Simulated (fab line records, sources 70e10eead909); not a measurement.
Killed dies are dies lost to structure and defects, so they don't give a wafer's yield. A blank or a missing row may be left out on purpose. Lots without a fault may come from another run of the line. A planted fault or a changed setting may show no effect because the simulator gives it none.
Which tool did it? | flow nand_harc | 12 lots, 36 wafers sampled, at 4 steps of a route of 1302

WHAT THE GAUGES READ, wafer by wafer
The record holds no reading of a measuring or inspecting step that can be judged against a usual standard deviation.

WHICH TOOL RAN EACH LOT (tool, then ch and the chambers of the sampled wafers, then the start)
lot  | NHARC_A_STAIRCASE_TRIM_20          | NHARC_A_STAIRCASE_TRIM_22                     | NHARC_A_STAIRCASE_ETCH_25          | NHARC_A_STAIRCASE_ETCH_27
L927 | rie_diel-11 ch 0,2,3, day 16 02:51 | rie_diel-11 ch 1,2,3, day 16 03:28 or earlier | rie_diel-11 ch 0,2,3, day 16 03:28 | rie_diel-11 ch 0,1,2, no start
L930 | rie_diel-10 ch 0,2,3, day 17 13:36 | rie_diel-10 ch 0,3, day 17 14:21 or earlier   | rie_diel-10 ch 0,2,3, day 17 14:21 | rie_diel-10 ch 2,3, no start
L929 | rie_diel-11 ch 0,1,2, day 17 13:55 | rie_diel-11 ch 1,2, day 17 14:32 or earlier   | rie_diel-11 ch 1,2,3, day 17 14:32 | rie_diel-11 ch 0,3, no start
L933 | rie_diel-11 ch 0,2, day 19 11:34   | rie_diel-11 ch 1,2, day 19 12:17 or earlier   | rie_diel-11 ch 1,2,3, day 19 12:17 | rie_diel-11 ch 0,1,2, no start
L934 | rie_diel-02 ch 0,2, day 19 12:09   | rie_diel-02 ch 0,2, day 19 12:47 or earlier   | rie_diel-02 ch 0,1,2, day 19 12:47 | rie_diel-02 ch 2,3, no start
L935 | rie_diel-11 ch 0,2,3, day 19 23:17 | rie_diel-11 ch 0,1,3, day 20 00:04 or earlier | rie_diel-11 ch 0,2, day 20 00:04   | rie_diel-11 ch 0,1,3, no start
L943 | rie_diel-02 ch 2,3, day 23 03:56   | rie_diel-02 ch 0,2, day 23 04:35 or earlier   | rie_diel-02 ch 0,2,3, day 23 04:35 | rie_diel-02 ch 1,2, no start
L944 | rie_diel-10 ch 0,1,3, day 23 16:23 | rie_diel-10 ch 0,2,3, day 23 17:02 or earlier | rie_diel-10 ch 0,2, day 23 17:02   | rie_diel-10 ch 0,3, no start
L945 | rie_diel-10 ch 1,2,3, day 24 08:03 | rie_diel-10 ch 2,3, day 24 08:40 or earlier   | rie_diel-10 ch 0,1, day 24 08:40   | rie_diel-10 ch 0,1,2, no start
L946 | rie_diel-02 ch 0,3, day 24 09:17   | rie_diel-02 ch 2,3, day 24 09:58 or earlier   | rie_diel-02 ch 1,3, day 24 09:58   | rie_diel-02 ch 1,2, no start
L948 | rie_diel-10 ch 1,2, day 24 19:27   | rie_diel-10 ch 1,2, day 24 19:53              | rie_diel-10 ch 1,2, day 24 20:26   | rie_diel-10 ch 1,2, no start
L947 | rie_diel-11 ch 0,1,2, day 24 20:03 | rie_diel-11 ch 0,1,3, day 24 20:39 or earlier | rie_diel-11 ch 0,1,2, day 24 20:39 | rie_diel-11 ch 0,1,3, no start
- NHARC_A_STAIRCASE_TRIM_20: chemistry O2, time 211.2 s.
- NHARC_A_STAIRCASE_TRIM_22: chemistry O2, time 211.2 s.
- NHARC_A_STAIRCASE_ETCH_25: etches the open film in C4F8/O2, target depth 100 nm, time 40.5 s.
- NHARC_A_STAIRCASE_ETCH_27: etches the open film in C4F8/O2, target depth 100 nm, time 40.5 s.

WHAT THE TOOLS THEMSELVES READ (means of the sampled wafers that have a number; where no wafer has one, the mark that the record gives instead)
NHARC_A_STAIRCASE_TRIM_20. Usual: drypump_motor_current_A 5.8 A, standard deviation 0.54; oes_product_au 1.001 a.u., standard deviation 0.01; rf_vpp_V 57.9 V, standard deviation 0.84; showerhead_plenum_p_Torr 3.56 Torr, standard deviation 0.17; throttle_valve_pct 17.037 %, standard deviation 0.0083.
lot  | tool        | drypump_motor_current_A (A) | oes_product_au (a.u.) | rf_vpp_V (V) | showerhead_plenum_p_Torr (Torr) | throttle_valve_pct (%) | flag
L927 | rie_diel-11 | 5.9                         | 1.000                 | 56.9         | 3.46                            | 17.045                 |
L930 | rie_diel-10 | 5.8                         | 1.003                 | 58.6         | 3.53                            | 17.029                 |
L929 | rie_diel-11 | 5.6                         | 1.009                 | 58.4         | 3.54                            | 17.035                 |
L933 | rie_diel-11 | 5.6                         | 0.987                 | 58.2         | 3.76                            | 17.033                 |
L934 | rie_diel-02 | 6.1                         | 0.985                 | 58.0         | 3.43                            | 17.034                 |
L935 | rie_diel-11 | 5.9                         | 1.003                 | 58.1         | 3.63                            | 17.033                 |
L943 | rie_diel-02 | 6.0                         | 0.995                 | 58.2         | 3.57                            | 17.036                 |
L944 | rie_diel-10 | 6.3                         | 1.007                 | 58.2         | 3.54                            | 17.042                 |
L945 | rie_diel-10 | 6.1                         | 1.011                 | 57.9         | 3.59                            | 17.033                 |
L946 | rie_diel-02 | 5.8                         | 0.993                 | 57.0         | 3.37                            | 17.037                 |
L948 | rie_diel-10 | 5.6                         | 1.016                 | 58.8         | 3.64                            | 17.043                 |
L947 | rie_diel-11 | 5.6                         | 1.006                 | 57.5         | 3.69                            | 17.041                 |

NHARC_A_STAIRCASE_TRIM_22. Usual: drypump_motor_current_A 5.8 A, standard deviation 0.55; oes_product_au 1.002 a.u., standard deviation 0.0092; rf_vpp_V 57.9 V, standard deviation 0.89; showerhead_plenum_p_Torr 3.57 Torr, standard deviation 0.17; throttle_valve_pct 17.037 %, standard deviation 0.0089.
lot  | tool        | drypump_motor_current_A (A) | oes_product_au (a.u.) | rf_vpp_V (V) | showerhead_plenum_p_Torr (Torr) | throttle_valve_pct (%) | flag
L927 | rie_diel-11 | 5.9                         | 1.000                 | 57.5         | 3.42                            | 17.046                 |
L930 | rie_diel-10 | 6.4                         | 1.003                 | 58.2         | 3.65                            | 17.028                 |
L929 | rie_diel-11 | 5.9                         | 1.005                 | 58.3         | 3.38                            | 17.029                 |
L933 | rie_diel-11 | 5.6                         | 1.009                 | 59.4         | 3.67                            | 17.040                 |
L934 | rie_diel-02 | 6.1                         | 0.985                 | 57.7         | 3.42                            | 17.040                 |
L935 | rie_diel-11 | 5.7                         | 1.005                 | 58.2         | 3.56                            | 17.037                 |
L943 | rie_diel-02 | 6.2                         | 0.993                 | 58.3         | 3.51                            | 17.035                 |
L944 | rie_diel-10 | 5.8                         | 1.001                 | 59.0         | 3.68                            | 17.031                 |
L945 | rie_diel-10 | 6.2                         | 0.999                 | 58.3         | 3.68                            | 17.039                 |
L946 | rie_diel-02 | 6.0                         | 0.995                 | 58.4         | 3.57                            | 17.033                 |
L948 | rie_diel-10 | 5.6                         | 1.010                 | 58.2         | 3.64                            | 17.035                 |
L947 | rie_diel-11 | 5.7                         | 1.008                 | 57.4         | 3.54                            | 17.042                 |

NHARC_A_STAIRCASE_ETCH_25. Usual: oes_product_au 0.945 a.u., standard deviation 0.013; rf_fwd_power_W 592.2 W, standard deviation 2.1; rf_vpp_V 897 V, standard deviation 6.4.
lot  | tool        | oes_product_au (a.u.) | rf_fwd_power_W (W) | rf_vpp_V (V) | flag
L927 | rie_diel-11 | 0.944                 | 592.1              | 893          |
L930 | rie_diel-10 | 0.947                 | 591.2              | 896          |
L929 | rie_diel-11 | 0.943                 | 593.6              | 892          |
L933 | rie_diel-11 | 1.048                 | 689.4              | 898          | OFF
L934 | rie_diel-02 | 0.937                 | 590.8              | 897          |
L935 | rie_diel-11 | 1.036                 | 687.8              | 904          | OFF
L943 | rie_diel-02 | 0.936                 | 592.6              | 894          |
L944 | rie_diel-10 | 0.951                 | 592.6              | 903          |
L945 | rie_diel-10 | 0.964                 | 592.8              | 895          |
L946 | rie_diel-02 | 0.937                 | 590.8              | 898          |
L948 | rie_diel-10 | 0.945                 | 590.9              | 896          |
L947 | rie_diel-11 | 0.947                 | 595.2              | 902          |

NHARC_A_STAIRCASE_ETCH_27. Usual: oes_product_au 0.946 a.u., standard deviation 0.014; rf_fwd_power_W 592.1 W, standard deviation 2.3; rf_vpp_V 897 V, standard deviation 6.2.
lot  | tool        | oes_product_au (a.u.) | rf_fwd_power_W (W) | rf_vpp_V (V) | flag
L927 | rie_diel-11 | 0.959                 | 594.7              | 897          |
L930 | rie_diel-10 | 0.933                 | 589.3              | 896          |
L929 | rie_diel-11 | 0.931                 | 592.2              | 894          |
L933 | rie_diel-11 | 0.949                 | 592.5              | 903          |
L934 | rie_diel-02 | 0.936                 | 591.2              | 898          |
L935 | rie_diel-11 | 0.931                 | 593.4              | 898          |
L943 | rie_diel-02 | 0.936                 | 589.1              | 902          |
L944 | rie_diel-10 | 0.945                 | 592.3              | 899          |
L945 | rie_diel-10 | 0.952                 | 593.8              | 898          |
L946 | rie_diel-02 | 0.950                 | 590.0              | 900          |
L948 | rie_diel-10 | 0.954                 | 591.5              | 900          |
L947 | rie_diel-11 | 0.949                 | 592.8              | 896          |

THE ANSWER, worked out from the rows above alone
Rule: a lot is off if the mean of its wafers that have a number lies more than 3 standard deviations from the usual mean. A lot without any number at a reading at which 4 lots or more have one is off too. The other lots that the step has rows for count as sound. The gauges are gone through in route order, then the tools' own readings, and for those a lot's mean is taken as printed above. The first step at which some lot is off is used, and at that step the reading that is off furthest; a lot without a number counts as furthest.
Off: L933, L935, at NHARC_A_STAIRCASE_ETCH_25 (rf_fwd_power_W).
A tool fits if, at that step or a process step before it, it ran every lot that is off, and no sound lot after the first of them. NHARC_A_STAIRCASE_TRIM_22 gives no start for some lots, so the hours and the order of its lots are those of NHARC_A_STAIRCASE_ETCH_25. None of those tried fits.

WHAT THE SIMULATOR HAD PUT IN
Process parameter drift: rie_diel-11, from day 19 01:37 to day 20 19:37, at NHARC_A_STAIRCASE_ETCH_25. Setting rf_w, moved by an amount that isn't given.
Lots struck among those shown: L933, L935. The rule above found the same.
